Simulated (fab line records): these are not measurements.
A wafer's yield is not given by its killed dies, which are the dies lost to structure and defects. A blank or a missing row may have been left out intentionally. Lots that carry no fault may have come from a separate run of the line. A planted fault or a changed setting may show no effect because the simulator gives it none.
fab line records	flow nandHarc
record: lots: 15	wafers: 45	lastDay: 24
route steps=1159 shown A_CONTACT@857
lots that met no fault: taken from a fault-free run of the same line
startH: the number of hours between the record's first day and the start of the first shown wafer of the lot	waitH: how many hours have passed since the lot's step before this one	" as in the row above	L1.1+2: several wafers, shown together as one row	- no value present, or no start provided	* or withheld: withheld	< > ~ a bound
route shown NAME@n: a module of which the file shows steps, and the number in the route of the first	usual: mean/standard deviation of fault-free wafers	same: alike in all rows	chamber/n: place in a boat	sites: per-site readings	_std_site: how widely they spread, as a standard deviation	_edge_site: mean of outer sites minus mean of inner sites	radiusMm: how far each site lies from the wafer's centre	mask NAME#n: copy n	behind: the most recent tool/chamber to have shaped the wafer	hold: what put the lot on hold/how long, in hours/how the hold closed	device: the transistor (n, p or np) that didn't switch	end of line: the route-end tests of the same wafers	a step with no rows: only its recipe	killed: at the first sort, the dies lost to defects and structure; wafer yield is something else	map: a wafer's dies, x killed, . not, _ none there
set.NAME: the setting as run; set.NAME@STEP: as run at that earlier step	model.NAME: the simulator's own value behind a step, which no gauge read
one table for each step of the route and one row for each wafer, over a sample of lots
services: when a tool's chamber went out of use (startH, in hours from the record's first day, below 0 if earlier), for how many hours, and the reason
== steps ==
step: NHARC_A_CONTACT_DESCUM_47
recipe: timeS: 3	o2FlowSccm: 200	arFlowSccm: 0	biasPowerW: 0	chemistry: O2
usual: drypumpMotorCurrentA: 5.6/0.46	o2FlowSccm: 199.9/0.56	oesProductAu: 0.998/0.0086	rfVppV: 57.9/0.87	showerheadPlenumPTorr: 1.92/0.1	throttleValvePct: 11.312/0.0094
lot.wafer	tool	chamber	startH	waitH	drypumpMotorCurrentA	o2FlowSccm	oesProductAu	rfHoursCounterH	rfVppV	showerheadPlenumPTorr	throttleValvePct
L119.1	rieDiel-01	0	368.84	0.1	5.7	199.8	1.001	9	57.2	2.07	11.308
L119.3	"	3	"	"	6.2	200.6	1.017	10	57.1	1.89	11.321
L119.5	"	1	"	"	6.1	199.9	0.995	-	58.6	1.81	11.312
L122.2	rieDiel-09	1	397.49	0.1	5.0	200.9	1.005	51	58.2	1.78	11.313
L122.5	"	1	"	"	5.0	199.3	1.003	-	56.4	1.78	11.326
L122.6	"	2	"	"	5.6	200.3	1.001	-	58.0	1.96	11.309
L123.3	rieDiel-01	1	402.64	0.1	6.1	200.8	0.987	15	56.6	1.81	11.311
L123.4	"	1	"	"	6.0	200.6	0.985	-	56.6	1.81	11.300
L123.5	"	3	"	"	6.2	199.2	0.995	-	58.5	1.88	11.309
L124.1	rieDiel-09	2	413.55	0.1	5.6	200.0	0.991	60	56.6	1.96	11.319
L124.4	"	3	"	"	5.6	200.6	0.999	62	57.9	2.00	11.308
L124.5	"	0	"	"	6.4	199.7	0.984	-	57.0	1.95	11.306
L128.4	rieDiel-01	3	430.47	0.1	6.2	199.0	1.003	23	58.3	1.88	11.319
L128.2	"	2	"	"	5.5	200.4	0.996	15	57.5	1.87	11.327
L128.5	"	0	"	"	5.7	199.3	0.999	-	57.7	2.07	11.310
L129.3	rieDiel-03	3	430.63	0.1	5.3	199.1	0.988	5	56.6	1.78	11.310
L129.6	"	3	"	"	5.3	198.9	0.992	-	58.9	1.78	11.307
L129.4	"	1	"	"	4.7	199.7	1.013	-	57.9	1.99	11.328
L127.3	rieDiel-01	0	434.90	0.1	5.7	199.5	0.994	23	58.8	2.07	11.303
L127.6	"	0	"	"	5.7	199.2	0.994	-	59.0	2.07	11.313
L127.5	"	1	"	"	6.0	199.9	0.986	-	57.8	1.81	11.304
L134.2	rieDiel-01	0	476.92	0.1	5.7	200.1	1.003	32	58.4	2.07	11.310
L134.4	"	1	"	"	6.0	199.9	0.996	30	56.8	1.81	11.327
L134.6	"	1	"	"	6.0	200.0	0.999	-	57.6	1.81	11.307
L135.1	rieDiel-03	2	477.10	0.1	5.2	199.8	1.005	29	57.3	2.02	11.326
L135.2	"	3	"	"	5.3	200.9	0.997	27	58.8	1.77	11.294
L135.5	"	1	"	"	4.7	200.0	1.010	-	58.2	1.98	11.307
L136.4	rieDiel-09	1	482.38	0.1	5.0	200.3	1.007	16	57.7	1.77	11.314
L136.3	"	2	"	"	5.6	199.8	1.003	16	57.0	1.95	11.320
L136.1	"	3	"	"	5.6	200.8	1.013	17	58.6	1.99	11.295
L139.2	rieDiel-09	1	499.50	0.3	5.0	200.5	1.013	23	56.7	1.77	11.308
L139.5	"	0	"	"	6.3	199.7	1.010	-	57.5	1.94	11.305
L139.6	"	1	"	"	5.0	199.0	1.002	-	57.0	1.77	11.299
L137.2	rieDiel-03	0	499.76	0.3	5.8	199.6	0.983	27	57.1	1.94	11.318
L137.4	"	2	"	"	5.2	200.1	0.993	35	59.0	2.02	11.312
L137.5	"	3	"	"	5.3	199.7	0.988	-	56.4	1.77	11.319
L138.3	rieDiel-09	1	503.39	0.1	5.0	199.9	0.997	25	56.8	1.77	11.342
L138.4	"	2	"	"	5.6	199.6	0.987	25	59.3	1.95	11.321
L138.5	"	1	"	"	5.0	200.7	0.997	-	57.0	1.77	11.311
L140.3	rieDiel-03	2	504.13	0.1	5.2	199.5	1.015	37	57.8	2.02	11.307
L140.1	"	1	"	"	4.7	200.6	1.016	44	58.1	1.98	11.315
L140.5	"	3	"	"	5.3	200.0	0.993	-	57.0	1.77	11.315
L141.1	rieDiel-01	0	511.08	0.1	5.7	200.3	0.999	2	58.6	2.06	11.312
L141.2	"	1	"	"	6.1	200.6	0.994	1	58.9	1.80	11.318
L141.5	"	3	"	"	6.2	200.1	0.989	-	58.5	1.88	11.309
step: NHARC_A_CONTACT_ETCH_48
recipe: targetDepthA: 390	overEtchFrac: 0.3	timeS: 65	ionEnergyEv: 80	cf4FlowSccm: 150	arFlowSccm: 0	rfW: 300	biasW: 100	chemistry: CF4
usual: biasW: 100.01/0.26	cf4FlowSccm: 150.0/0.43	drypumpMotorCurrentA: 5.6/0.45	oesProductAu: 0.998/0.0079	rfVppV: 151.4/1.4	showerheadPlenumPTorr: 1.77/0.083	throttleValvePct: 13.284/0.0093
lot.wafer	tool	chamber	startH	waitH	biasW	cf4FlowSccm	drypumpMotorCurrentA	oesProductAu	rfHoursCounterH	rfVppV	showerheadPlenumPTorr	throttleValvePct
L119.1	rieDiel-01	2	368.92	0.1	99.76	150.4	5.6	1.005	11	148.8	1.73	13.303
L119.3	"	0	"	"	100.11	150.3	5.7	0.990	9	153.2	1.91	13.267
L119.5	"	2	"	"	99.95	150.4	5.6	1.006	-	149.2	1.73	13.283
L122.2	rieDiel-09	1	397.59	0.1	100.07	149.4	5.0	1.010	51	150.8	1.65	13.268
L122.5	"	3	"	"	100.61	149.3	5.6	0.999	-	152.0	1.84	13.277
L122.6	"	0	"	"	100.09	150.0	6.4	0.995	-	150.1	1.80	13.282
L123.3	rieDiel-01	1	402.74	0.1	100.11	150.6	6.1	0.984	15	149.6	1.68	13.291
L123.4	"	1	"	"	99.96	149.7	6.1	0.993	-	148.9	1.68	13.262
L123.5	"	3	"	"	99.86	150.6	6.2	1.015	-	150.3	1.74	13.274
L124.1	rieDiel-09	3	413.68	0.1	99.57	149.5	5.6	0.993	62	152.5	1.84	13.285
L124.4	"	1	"	"	100.21	150.2	5.0	1.004	57	148.3	1.65	13.276
L124.5	"	2	"	"	99.87	150.0	5.6	1.005	-	151.2	1.81	13.279
L128.2	rieDiel-01	3	430.57	0.1	99.49	150.2	6.2	0.997	23	151.0	1.74	13.298
L128.4	"	1	"	"	100.06	149.3	6.1	1.000	20	150.9	1.68	13.285
L128.5	"	3	"	"	100.07	150.6	6.2	1.000	-	150.5	1.74	13.271
L129.3	rieDiel-03	1	430.80	0.2	100.08	149.6	4.7	1.003	13	152.6	1.83	13.276
L129.6	"	3	"	"	100.00	150.0	5.3	1.004	-	149.8	1.65	13.270
L129.4	"	2	"	"	100.16	150.6	5.2	1.003	-	152.8	1.87	13.279
L127.3	rieDiel-01	0	435.00	0.1	100.17	149.6	5.7	0.991	23	152.5	1.90	13.306
L127.5	"	1	"	"	99.91	150.6	6.0	0.990	-	149.6	1.68	13.280
L127.6	"	2	"	"	99.88	149.8	5.6	0.994	-	149.7	1.73	13.278
L134.2	rieDiel-01	2	477.00	0.1	100.14	149.6	5.6	0.993	24	151.0	1.73	13.281
L134.4	"	0	"	"	99.80	150.6	5.7	1.001	32	155.1	1.90	13.278
L134.6	"	3	"	"	99.56	148.7	6.2	0.998	-	150.8	1.74	13.299
L135.1	rieDiel-03	3	477.17	0.1	100.41	149.9	5.3	0.995	27	148.4	1.65	13.276
L135.2	"	0	"	"	100.09	150.3	5.8	0.998	19	150.9	1.79	13.286
L135.5	"	3	"	"	100.13	150.0	5.3	1.002	-	149.7	1.65	13.279
L136.1	rieDiel-09	2	482.47	0.1	100.01	149.9	5.6	0.991	16	151.0	1.80	13.280
L136.4	"	3	"	"	99.91	150.3	5.6	1.005	17	151.2	1.83	13.279
L136.3	"	0	"	"	100.05	149.7	6.3	0.997	16	152.1	1.79	13.292
L137.4	rieDiel-03	3	499.84	0.1	100.19	149.7	5.3	1.000	34	151.0	1.65	13.284
L137.2	"	2	"	"	99.63	149.6	5.2	1.004	35	153.8	1.86	13.290
L137.5	"	3	"	"	99.74	149.6	5.3	1.002	-	150.3	1.64	13.285
L139.2	rieDiel-09	3	501.40	1.9	99.51	149.6	5.6	1.006	26	152.4	1.83	13.288
L139.5	"	0	"	"	99.66	150.0	6.4	0.989	-	151.6	1.79	13.296
L139.6	"	1	"	"	100.06	150.4	4.9	1.008	-	149.9	1.64	13.279
L138.3	rieDiel-09	1	503.49	0.1	100.23	150.2	5.0	1.000	25	148.8	1.64	13.283
L138.4	"	2	"	"	100.04	149.8	5.6	0.987	25	152.6	1.80	13.298
L138.5	"	3	"	"	100.03	150.2	5.6	1.015	-	151.9	1.83	13.294
L140.3	rieDiel-03	1	504.22	0.1	100.03	149.6	4.7	1.005	44	151.8	1.82	13.284
L140.1	"	0	"	"	99.71	149.9	5.7	0.995	29	152.7	1.79	13.278
L140.5	"	2	"	"	99.43	149.9	5.2	0.999	-	152.3	1.86	13.276
L141.1	rieDiel-01	0	511.16	0.1	100.30	149.5	5.7	0.991	2	154.6	1.90	13.291
L141.2	"	3	"	"	99.69	149.9	6.2	0.983	2	150.9	1.74	13.282
L141.5	"	1	"	"	99.94	150.2	6.1	0.980	-	149.3	1.67	13.278
step: NHARC_A_CONTACT_ETCH_114
recipe: sourceW: withheld	pressureMtorr: 20	biasV: 3000	timeS: 94	targetDepthA: 9220	arFlowSccm: withheld	c4f8FlowSccm: withheld	o2FlowSccm: withheld	chemistry: C4F8/O2/Ar
usual: chamberPressureMTorr: 20.001/0.018	oesAirLineAu: 1.001/0.02
lot.wafer	tool	chamber	startH	waitH	chamberPressureMTorr	oesAirLineAu	rfHoursCounterH
L119.1	harCapEtch-03	0	370.51	0.1	20.017	0.984	80
L119.3	"	0	"	"	20.008	1.008	-
L119.5	"	0	"	"	19.996	0.992	-
L122.2	harCapEtch-02	1	399.14	0.1	19.998	0.972	16
L122.6	"	0	"	"	19.983	0.963	-
L122.5	"	1	"	"	20.007	0.942	-
L123.4	harCapEtch-02	1	404.55	0.1	20.026	0.999	-
L123.3	"	0	"	"	20.013	1.015	-
L123.5	"	1	"	"	20.012	0.981	-
L124.1	harCapEtch-01	1	415.25	0.1	19.996	0.976	64
L124.4	"	0	"	"	20.020	0.996	-
L124.5	"	0	"	"	20.009	1.003	-
L128.2	harCapEtch-01	1	432.13	0.1	-	-	-
L128.4	"	1	"	"	-	-	-
L128.5	"	0	"	"	-	-	-
L129.4	harCapEtch-02	0	434.36	0.1	-	-	-
L129.3	"	1	"	"	-	-	-
L129.6	"	0	"	"	-	-	-
L127.3	harCapEtch-01	0	436.57	0.1	-	-	-
L127.6	"	0	"	"	-	-	-
L127.5	"	1	"	"	-	-	-
L134.2	harCapEtch-02	1	478.57	0.1	19.996	1.006	27
L134.4	"	0	"	"	19.975	1.020	-
L134.6	"	0	"	"	20.023	1.051	-
L135.1	harCapEtch-01	0	478.72	0.1	20.000	1.009	75
L135.2	"	1	"	"	19.986	1.025	75
L135.5	"	1	"	"	19.978	1.002	-
L136.1	harCapEtch-03	1	484.02	0.1	19.973	1.011	102
L136.4	"	1	"	"	19.999	1.005	-
L136.3	"	0	"	"	19.996	0.986	-
L137.2	harCapEtch-01	0	501.49	0.1	20.001	0.987	79
L137.4	"	0	"	"	19.975	0.975	-
L137.5	"	1	"	"	19.995	1.007	-
L139.2	harCapEtch-02	0	503.24	0.1	20.005	1.026	31
L139.6	"	1	"	"	20.026	1.049	-
L139.5	"	0	"	"	20.008	0.993	-
L138.4	harCapEtch-01	0	505.19	0.1	20.014	1.005	-
L138.3	"	1	"	"	19.989	1.002	-
L138.5	"	0	"	"	19.973	1.035	-
L140.1	harCapEtch-03	1	505.80	0.1	19.977	0.995	105
L140.3	"	1	"	"	20.026	0.985	-
L140.5	"	1	"	"	20.006	0.996	-
L141.2	harCapEtch-02	0	512.74	0.1	20.026	1.017	34
L141.1	"	1	"	"	19.992	0.993	34
L141.5	"	1	"	"	20.009	0.996	-
step: NHARC_A_CONTACT_ETCH_116
recipe: sourceW: withheld	pressureMtorr: 20	biasV: 3000	timeS: 94	targetDepthA: 9220	arFlowSccm: withheld	c4f8FlowSccm: withheld	o2FlowSccm: withheld	chemistry: C4F8/O2/Ar
usual: chamberPressureMTorr: 20.000/0.019	oesAirLineAu: 1.001/0.019
lot.wafer	tool	chamber	startH	waitH	chamberPressureMTorr	oesAirLineAu	rfHoursCounterH
L119.1	harCapEtch-03	0	370.70	0.1	20.022	0.984	81
L119.3	"	0	"	"	20.018	0.993	-
L119.5	"	0	"	"	20.010	1.003	-
L122.2	harCapEtch-02	1	399.33	0.1	20.010	0.992	16
L122.6	"	0	"	"	20.020	1.012	-
L122.5	"	1	"	"	20.014	1.012	-
L123.4	harCapEtch-02	1	404.73	0.1	20.003	1.016	-
L123.3	"	0	"	"	20.008	0.983	-
L123.5	"	1	"	"	19.959	1.000	-
L124.1	harCapEtch-01	1	415.44	0.1	20.005	1.006	64
L124.4	"	0	"	"	19.997	0.995	-
L124.5	"	0	"	"	19.956	0.992	-
L128.2	harCapEtch-01	1	432.31	0.1	19.991	1.045	67
L128.4	"	1	"	"	19.986	1.000	-
L128.5	"	0	"	"	20.006	1.001	-
L129.4	harCapEtch-02	0	434.54	0.1	20.011	0.994	-
L129.3	"	1	"	"	19.977	1.028	-
L129.6	"	0	"	"	20.018	0.968	-
L127.3	harCapEtch-01	0	436.76	0.1	19.968	1.002	-
L127.6	"	0	"	"	20.041	1.016	-
L127.5	"	1	"	"	20.011	1.009	-
L134.2	harCapEtch-02	1	478.75	0.1	20.012	0.952	28
L134.4	"	0	"	"	19.988	1.013	-
L134.6	"	0	"	"	19.982	1.021	-
L135.1	harCapEtch-01	0	478.90	0.1	20.001	0.991	76
L135.2	"	1	"	"	19.990	0.970	76
L135.5	"	1	"	"	19.993	1.005	-
L136.1	harCapEtch-03	1	484.20	0.1	19.983	0.980	102
L136.4	"	1	"	"	20.020	0.988	-
L136.3	"	0	"	"	19.998	1.008	-
L137.2	harCapEtch-01	0	501.68	0.1	20.002	0.999	79
L137.4	"	0	"	"	20.004	0.974	-
L137.5	"	1	"	"	20.024	0.982	-
L139.2	harCapEtch-02	0	503.42	0.1	19.920	0.996	32
L139.6	"	1	"	"	19.991	1.031	-
L139.5	"	0	"	"	20.004	1.006	-
L138.4	harCapEtch-01	0	505.38	0.1	19.998	1.023	-
L138.3	"	1	"	"	19.985	0.995	-
L138.5	"	0	"	"	19.991	1.011	-
L140.1	harCapEtch-03	1	505.98	0.1	19.998	1.000	105
L140.3	"	1	"	"	20.000	1.004	-
L140.5	"	1	"	"	20.029	0.981	-
L141.2	harCapEtch-02	0	512.92	0.1	20.009	1.041	34
L141.1	"	1	"	"	20.029	1.012	34
L141.5	"	1	"	"	20.015	1.010	-
== services ==
tool	chamber	startH	hours	kind
rieDiel-01	0	348.34	-	clean
rieDiel-01	1	348.34	-	clean
rieDiel-01	2	348.34	-	clean
rieDiel-01	3	348.34	-	clean
rieDiel-09	0	353.43	2.7	repair
rieDiel-09	0	371.94	1.3	repair
rieDiel-01	0	372.84	-	clean
rieDiel-01	1	372.84	-	clean
rieDiel-01	2	372.84	-	clean
rieDiel-01	3	372.84	-	clean
rieDiel-01	2	381.19	32.8	repair
rieDiel-01	1	383.76	2.5	repair
rieDiel-03	-	392.34	9.0	pm
rieDiel-01	0	397.35	-	clean
rieDiel-01	1	397.35	-	clean
rieDiel-01	3	397.35	-	clean
rieDiel-03	2	408.24	2.8	repair
rieDiel-01	0	421.93	-	clean
rieDiel-01	1	421.93	-	clean
rieDiel-01	2	421.93	-	clean
rieDiel-01	0	424.13	5.2	repair
rieDiel-09	-	432.52	9.0	pm
rieDiel-01	-	465.79	1.9	repair
rieDiel-01	-	491.84	9.0	pm
== key ==
firstSign: step: NHARC_A_CONTACT_ETCH_114	reading: toolRecord	direction: missing
effect none on later readings
metAt NHARC_A_CONTACT_ETCH_114
struckLots L127,L128,L129
laterRowsLeftOut L127.3,L127.5,L127.6,L128.2,L128.4,L128.5,L129.3,L129.4,L129.6
sortLeftOut L127.3,L127.5,L127.6,L128.2,L128.4,L128.5,L129.3,L129.4,L129.6
testerLeftOut L127,L128,L129
notActingAt NHARC_A_CONTACT_DESCUM_47,NHARC_A_CONTACT_ETCH_48,NHARC_A_CONTACT_ETCH_116
onsetBetween 415.25 432.13
fault: kind: skippedStepWhole	tool: harCapEtch-01,harCapEtch-02	chamber: -	onsetH: 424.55	steps: NHARC_A_CONTACT_ETCH_114	scope: struckLotsOnly
testerLeftOut: of these lots the tester's yield and bins aren't shown, on N5 and GAA mostly nor the transistor test; their killed dies are dies lost to structure and defects alone, not to doping, threshold or leakage, so they don't give the yield
sortLeftOut: the simulated sort isn't trusted on such a fault, so these wafers' sort isn't shown, and their yield isn't known
laterRowsLeftOut: the simulator's readings of these wafers behind a module that went badly wrong aren't trusted and aren't shown, but for the sort
